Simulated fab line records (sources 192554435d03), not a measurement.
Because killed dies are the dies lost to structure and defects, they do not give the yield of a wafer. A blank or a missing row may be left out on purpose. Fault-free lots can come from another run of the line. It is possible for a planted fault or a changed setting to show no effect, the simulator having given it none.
fab line records + flow n5-finfet
record:
- lots: 7
- wafers: 39
route steps=1938 shown DUMMY_GATE@228 HKMG_FIN@386
start-h: hours from the record's first day to the start of the lot's first wafer shown + wait-h: time in hours since the lot's previous step + " the same as in the row above + L1.1+2: one row covering several wafers at once + - no value, or no start given + * or withheld: withheld + < > ~ a bound
route shown NAME@n: names a module that has steps shown in the file, with the first one's number in the route + usual: mean and standard deviation over wafers with no fault + same: alike in all rows + chamber/n: place in a boat + sites: each site's reading + _std_site: standard deviation across them + _edge_site: inner sites' mean taken away from outer sites' mean + radius-mm: how far each site lies from the wafer's centre + mask NAME#n: copy n + behind: the tool/chamber that last shaped the wafer + hold: the reason the lot was held/the length of the hold in hours/how it ended + device: the transistor (n, p or np) that didn't switch + end of line: tests run on the same wafers once the route is complete + a step without rows: its recipe alone + killed: not the wafer's yield, but the dies lost to structure and defects at the first sort + map: the dies of a wafer, with x for killed, . for not killed, _ for no die there
set.NAME: the run value of the setting; set.NAME@STEP: its run value at that earlier step + model.NAME: the simulator's own value behind a step, which no gauge read
lots whose settings were changed on purpose; a table a step, a row a wafer
== steps ==
step: N5_DUMMY_GATE_EXPOSE_12
recipe:
- mask-id: GATE
- na: 0.33
- source-shape: annular
- sigma-inner: 0.2
- sigma-outer: 0.6
- polarization: unpolarized
- target-cd-nm: 25
- dose-mj: 34
| lot.wafer        | tool           | chamber | start-h | wait-h | mask   | set.dose-mj |
|------------------|----------------|---------|---------|--------|--------|-------------|
| L074.1+2+4       | euv-scanner-01 | 0       | 46.42   | -      | GATE#0 | 36.39       |
| L074.3+5+6       | "              | 0       | "       | "      | GATE#0 | 34          |
| L076.1+2+3+4+5+6 | euv-scanner-02 | 0       | 57.95   | -      | GATE#0 | 34          |
| L080.4+5+6       | euv-scanner-01 | 0       | 84.07   | -      | GATE#0 | 34          |
| L086.1+2+5       | euv-scanner-01 | 0       | 118.94  | -      | GATE#0 | 34          |
| L086.3+4+6       | "              | 0       | "       | "      | GATE#0 | 32.31       |
| L090.1+2+3       | euv-scanner-01 | 0       | 145.05  | -      | GATE#0 | 32.28       |
| L090.4+5+6       | "              | 0       | "       | "      | GATE#0 | 34          |
| L092.1+2+4       | euv-scanner-01 | 0       | 154.25  | -      | GATE#0 | 34.75       |
| L092.3+5+6       | "              | 0       | "       | "      | GATE#0 | 34          |
| L094.1+3+6       | euv-scanner-01 | 0       | 166.92  | -      | GATE#0 | 34          |
| L094.2+4+5       | "              | 0       | "       | "      | GATE#0 | 36.29       |
step: N5_DUMMY_GATE_PEB_13
recipe:
- peb-temp-c: 100
- peb-time-s: 60
- resist: CAR-EUV
step: N5_DUMMY_GATE_DEVELOP_14
recipe:
- develop-time-s: 30
- developer: TMAH
- resist: CAR-EUV
- rinse-liquid: surfactant-rinse
- dry: air-spin
- dev-temp-c: 23
step: N5_DUMMY_GATE_CD_MEAS_15
recipe:
- target-cd-nm: 25.8
- landing-energy-ev: 500
- detector: se-inlens
usual:
- cd-nm: 24.97/0.23
| lot.wafer | tool      | chamber | start-h | wait-h | set.dose-mj@DUMMY_GATE_EXPOSE_12 | cd-nm |
|-----------|-----------|---------|---------|--------|----------------------------------|-------|
| L074.1    | cd-sem-02 | 0       | 46.55   | -      | 36.39                            | 24.00 |
| L074.2    | "         | 0       | "       | "      | 36.39                            | 23.66 |
| L074.3    | "         | 0       | "       | "      | 34                               | 25.22 |
| L074.4    | "         | 0       | "       | "      | 36.39                            | 23.92 |
| L074.5    | "         | 0       | "       | "      | 34                               | 24.91 |
| L074.6    | "         | 0       | "       | "      | 34                               | 25.30 |
| L076.1    | cd-sem-01 | 0       | 58.08   | -      | 34                               | 24.69 |
| L076.2    | "         | 0       | "       | "      | 34                               | 25.19 |
| L076.3    | "         | 0       | "       | "      | 34                               | 25.11 |
| L076.4    | "         | 0       | "       | "      | 34                               | 25.05 |
| L076.5    | "         | 0       | "       | "      | 34                               | 24.67 |
| L076.6    | "         | 0       | "       | "      | 34                               | 25.05 |
| L080.4    | cd-sem-01 | 0       | 84.19   | -      | 34                               | 25.15 |
| L080.5    | "         | 0       | "       | "      | 34                               | 24.90 |
| L080.6    | "         | 0       | "       | "      | 34                               | 25.07 |
| L086.1    | cd-sem-02 | 0       | 119.06  | -      | 34                               | 25.06 |
| L086.2    | "         | 0       | "       | "      | 34                               | 25.22 |
| L086.3    | "         | 0       | "       | "      | 32.31                            | 25.82 |
| L086.4    | "         | 0       | "       | "      | 32.31                            | 26.16 |
| L086.5    | "         | 0       | "       | "      | 34                               | 25.03 |
| L086.6    | "         | 0       | "       | "      | 32.31                            | 25.72 |
| L090.1    | cd-sem-01 | 0       | 145.17  | -      | 32.28                            | 26.08 |
| L090.2    | "         | 0       | "       | "      | 32.28                            | 25.92 |
| L090.3    | "         | 0       | "       | "      | 32.28                            | 25.62 |
| L090.4    | "         | 0       | "       | "      | 34                               | 24.95 |
| L090.5    | "         | 0       | "       | "      | 34                               | 24.50 |
| L090.6    | "         | 0       | "       | "      | 34                               | 24.93 |
| L092.1    | cd-sem-03 | 0       | 154.38  | -      | 34.75                            | 24.47 |
| L092.2    | "         | 0       | "       | "      | 34.75                            | 25.00 |
| L092.3    | "         | 0       | "       | "      | 34                               | 25.60 |
| L092.4    | "         | 0       | "       | "      | 34.75                            | 24.40 |
| L092.5    | "         | 0       | "       | "      | 34                               | 24.70 |
| L092.6    | "         | 0       | "       | "      | 34                               | 25.35 |
| L094.1    | cd-sem-03 | 0       | 167.05  | -      | 34                               | 24.97 |
| L094.2    | "         | 0       | "       | "      | 36.29                            | 23.94 |
| L094.3    | "         | 0       | "       | "      | 34                               | 25.12 |
| L094.4    | "         | 0       | "       | "      | 36.29                            | 23.81 |
| L094.5    | "         | 0       | "       | "      | 36.29                            | 23.88 |
| L094.6    | "         | 0       | "       | "      | 34                               | 25.27 |
step: N5_HKMG_FIN_HK_ALD_01
recipe:
- material: HfO2
- target-thk-a: 16
- temp-c: withheld
- ald-precursor-family: HfCl4
- ald-co-reactant: H2O
- pulse-time-s: 3
- purge-time-s: 3
- co-reactant-purge-time-s: 2.5
- co-reactant-pulse-time-s: 0.3
- ald-cycles: 30
| lot.wafer        | tool      | chamber     | start-h | wait-h | set.ald-cycles |
|------------------|-----------|-------------|---------|--------|----------------|
| L074.1+3+5       | ald-hk-02 | 1,0,1       | 70.61   | 0.1    | 35             |
| L074.2+4+6       | "         | 3,2,0       | "       | "      | 30             |
| L076.1+2+5       | ald-hk-02 | 0,3,0       | 82.51   | 0.1    | 28             |
| L076.3+4+6       | "         | 1,2,3       | "       | "      | 30             |
| L080.4+5+6       | ald-hk-02 | 1,3,0       | 107.58  | 0.0    | 30             |
| L086.1+2+3+4+5+6 | ald-hk-01 | 3,1,0,2,3,2 | 141.78  | 0.0    | 30             |
| L090.1+2+6       | ald-hk-01 | 3,2,0       | 169.99  | 0.0    | 35             |
| L090.3+4+5       | "         | 0,1,1       | "       | "      | 30             |
| L092.1+4+5       | ald-hk-03 | 1,3,3       | 179.50  | 0.0    | 27             |
| L092.2+3+6       | "         | 0,2,0       | "       | "      | 30             |
| L094.1+2+5       | ald-hk-03 | 2,1,3       | 193.49  | 0.0    | 30             |
| L094.3+4+6       | "         | 0,3,0       | "       | "      | 25             |
step: N5_HKMG_FIN_HK_ANNEAL_02
recipe:
- temp-c: 700
- time-s: 30
- ambient: N2
- idle-temp-c: 600
- ramp-up-c-per-s: 150
- ramp-down-c-per-s: 60
- cool-to-c: 600
step: N5_HKMG_FIN_ALD_74
recipe:
- material: La2O3
- target-thk-a: 5
- temp-c: 250
- ald-precursor-family: La-Cp
- ald-co-reactant: O3
- pulse-time-s: 6
- co-reactant-pulse-time-s: 1
- purge-time-s: 3
- co-reactant-purge-time-s: 3
step: N5_HKMG_FIN_WET_ETCH_82
recipe:
- chemistry: dHCl
- mix: 1:10000
- temp-c: 25
- target: La2O3
- stop-on: HfO2
- target-depth-nm: 2
- dry: ipa-marangoni
- rinse-time-s: 30
- rinse-temp-c: 23
step: N5_HKMG_FIN_ALD_36
recipe:
- material: TiN
- target-thk-a: 10
- temp-c: 400
- ald-precursor-family: TiCl4
- ald-co-reactant: NH3
- pulse-time-s: 1
- purge-time-s: 3
- co-reactant-purge-time-s: 2
- co-reactant-pulse-time-s: 2
- ald-cycles: 47
- pressure-torr: 3
step: N5_HKMG_FIN_THK_MEAS_70
recipe:
- thk-meas-gauge: xrf
- reads: HfO2_of_HKMG_FIN_HK_ALD_01
usual:
- HK_THK: 1.600/0.02
| lot.wafer | tool          | chamber | start-h | wait-h | set.ald-cycles@HKMG_FIN_HK_ALD_01 | HK_THK[nm] |
|-----------|---------------|---------|---------|--------|-----------------------------------|------------|
| L074.1    | film-metro-01 | -       | 74.08   | 0.2    | 35                                | 1.863      |
| L074.2    | "             | -       | "       | "      | 30                                | 1.594      |
| L074.3    | "             | -       | "       | "      | 35                                | 1.871      |
| L074.4    | "             | -       | "       | "      | 30                                | 1.589      |
| L074.5    | "             | -       | "       | "      | 35                                | 1.876      |
| L074.6    | "             | -       | "       | "      | 30                                | 1.600      |
| L076.1    | film-metro-02 | -       | 86.89   | 0.2    | 28                                | 1.512      |
| L076.2    | "             | -       | "       | "      | 28                                | 1.491      |
| L076.3    | "             | -       | "       | "      | 30                                | 1.624      |
| L076.4    | "             | -       | "       | "      | 30                                | 1.608      |
| L076.5    | "             | -       | "       | "      | 28                                | 1.482      |
| L076.6    | "             | -       | "       | "      | 30                                | 1.588      |
| L080.4    | film-metro-02 | -       | 111.23  | 0.2    | 30                                | 1.577      |
| L080.5    | "             | -       | "       | "      | 30                                | 1.543      |
| L080.6    | "             | -       | "       | "      | 30                                | 1.565      |
| L086.1    | film-metro-02 | -       | 145.47  | 0.2    | 30                                | 1.585      |
| L086.2    | "             | -       | "       | "      | 30                                | 1.590      |
| L086.3    | "             | -       | "       | "      | 30                                | 1.602      |
| L086.4    | "             | -       | "       | "      | 30                                | 1.581      |
| L086.5    | "             | -       | "       | "      | 30                                | 1.585      |
| L086.6    | "             | -       | "       | "      | 30                                | 1.611      |
| L090.1    | film-metro-01 | -       | 173.43  | 0.2    | 35                                | 1.889      |
| L090.2    | "             | -       | "       | "      | 35                                | 1.861      |
| L090.3    | "             | -       | "       | "      | 30                                | 1.624      |
| L090.4    | "             | -       | "       | "      | 30                                | 1.587      |
| L090.5    | "             | -       | "       | "      | 30                                | 1.599      |
| L090.6    | "             | -       | "       | "      | 35                                | 1.881      |
| L092.1    | film-metro-02 | -       | 183.05  | 0.2    | 27                                | 1.454      |
| L092.2    | "             | -       | "       | "      | 30                                | 1.571      |
| L092.3    | "             | -       | "       | "      | 30                                | 1.605      |
| L092.4    | "             | -       | "       | "      | 27                                | 1.433      |
| L092.5    | "             | -       | "       | "      | 27                                | 1.451      |
| L092.6    | "             | -       | "       | "      | 30                                | 1.600      |
| L094.1    | film-metro-01 | -       | 197.09  | 0.2    | 30                                | 1.614      |
| L094.2    | "             | -       | "       | "      | 30                                | 1.610      |
| L094.3    | "             | -       | "       | "      | 25                                | 1.340      |
| L094.4    | "             | -       | "       | "      | 25                                | 1.331      |
| L094.5    | "             | -       | "       | "      | 30                                | 1.615      |
| L094.6    | "             | -       | "       | "      | 25                                | 1.348      |
step: N5_HKMG_FIN_ETCH_31
recipe:
- chemistry: CF4
- target: SiARC
- target-depth-a: 455
- mask-material: CAR-ArF
- time-s: 75.8
- ion-energy-ev: 80
- pressure-mtorr: 40
- source-w: 545
- bias-w: 36
- Ar_flow_sccm: 100
- cf4-flow-sccm: 100
- ends: cleared
usual:
- rf-vpp-V: 184.1/1.2
| lot.wafer | tool        | chamber | start-h | wait-h | set.bias-w | rf-vpp-V |
|-----------|-------------|---------|---------|--------|------------|----------|
| L074.1    | rie-diel-03 | 2       | 74.95   | 0.0    | 36         | 182.2    |
| L074.2    | "           | 0       | "       | "      | 36         | 184.6    |
| L074.3    | "           | 1       | "       | "      | 36         | 185.3    |
| L074.4    | "           | 0       | "       | "      | 39.25      | 196.1    |
| L074.5    | "           | 2       | "       | "      | 39.25      | 191.6    |
| L074.6    | "           | 1       | "       | "      | 39.25      | 195.0    |
| L076.1    | rie-diel-05 | 0       | 87.76   | 0.0    | 36         | 186.0    |
| L076.2    | "           | 3       | "       | "      | 36         | 184.2    |
| L076.3    | "           | 1       | "       | "      | 36         | 182.2    |
| L076.4    | "           | 2       | "       | "      | 36         | 184.0    |
| L076.5    | "           | 3       | "       | "      | 36         | 184.8    |
| L076.6    | "           | 0       | "       | "      | 36         | 186.4    |
| L080.4    | rie-diel-05 | 1       | 112.60  | 0.0    | 36         | 183.2    |
| L080.5    | "           | 0       | "       | "      | 36         | 184.7    |
| L080.6    | "           | 3       | "       | "      | 36         | 184.2    |
| L086.1    | rie-diel-05 | 2       | 146.61  | 0.0    | 42.16      | 204.2    |
| L086.2    | "           | 1       | "       | "      | 42.16      | 202.3    |
| L086.3    | "           | 3       | "       | "      | 36         | 183.4    |
| L086.4    | "           | 0       | "       | "      | 36         | 185.2    |
| L086.5    | "           | 2       | "       | "      | 36         | 185.0    |
| L086.6    | "           | 3       | "       | "      | 42.16      | 204.3    |
| L090.1    | rie-diel-05 | 3       | 174.31  | 0.0    | 36         | 183.8    |
| L090.2    | "           | 2       | "       | "      | 38.13      | 192.0    |
| L090.3    | "           | 1       | "       | "      | 38.13      | 188.9    |
| L090.4    | "           | 0       | "       | "      | 36         | 184.3    |
| L090.5    | "           | 3       | "       | "      | 36         | 184.6    |
| L090.6    | "           | 0       | "       | "      | 38.13      | 191.9    |
| L092.1    | rie-diel-03 | 0       | 183.92  | 0.0    | 36         | 184.6    |
| L092.2    | "           | 1       | "       | "      | 36         | 183.9    |
| L092.3    | "           | 3       | "       | "      | 36         | 182.6    |
| L092.4    | "           | 2       | "       | "      | 36         | 182.6    |
| L092.5    | "           | 2       | "       | "      | 36         | 182.4    |
| L092.6    | "           | 3       | "       | "      | 36         | 183.4    |
| L094.1    | rie-diel-03 | 0       | 198.09  | 0.0    | 36         | 185.8    |
| L094.2    | "           | 1       | "       | "      | 36         | 184.6    |
| L094.3    | "           | 2       | "       | "      | 36         | 182.9    |
| L094.4    | "           | 0       | "       | "      | 38.62      | 193.9    |
| L094.5    | "           | 2       | "       | "      | 38.62      | 191.1    |
| L094.6    | "           | 1       | "       | "      | 38.62      | 192.1    |
== key ==
split:
- step: N5_DUMMY_GATE_EXPOSE_12
- setting: dose-mj
- stated: 34
- by: wafer
response:
- step: N5_DUMMY_GATE_CD_MEAS_15
- reading: cd-nm
- change: -0.188
- per: 1%
- r: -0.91
split:
- step: N5_HKMG_FIN_HK_ALD_01
- setting: ald-cycles
- stated: 30
- by: wafer
response:
- step: N5_HKMG_FIN_THK_MEAS_70
- reading: HK_THK
- change: +0.0163
- per: 1%
- r: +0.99
split:
- step: N5_HKMG_FIN_ETCH_31
- setting: bias-w
- stated: 36
- by: wafer
response:
- step: N5_HKMG_FIN_ETCH_31
- reading: rf-vpp-V
- change: +1.11
- per: 1%
- r: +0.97
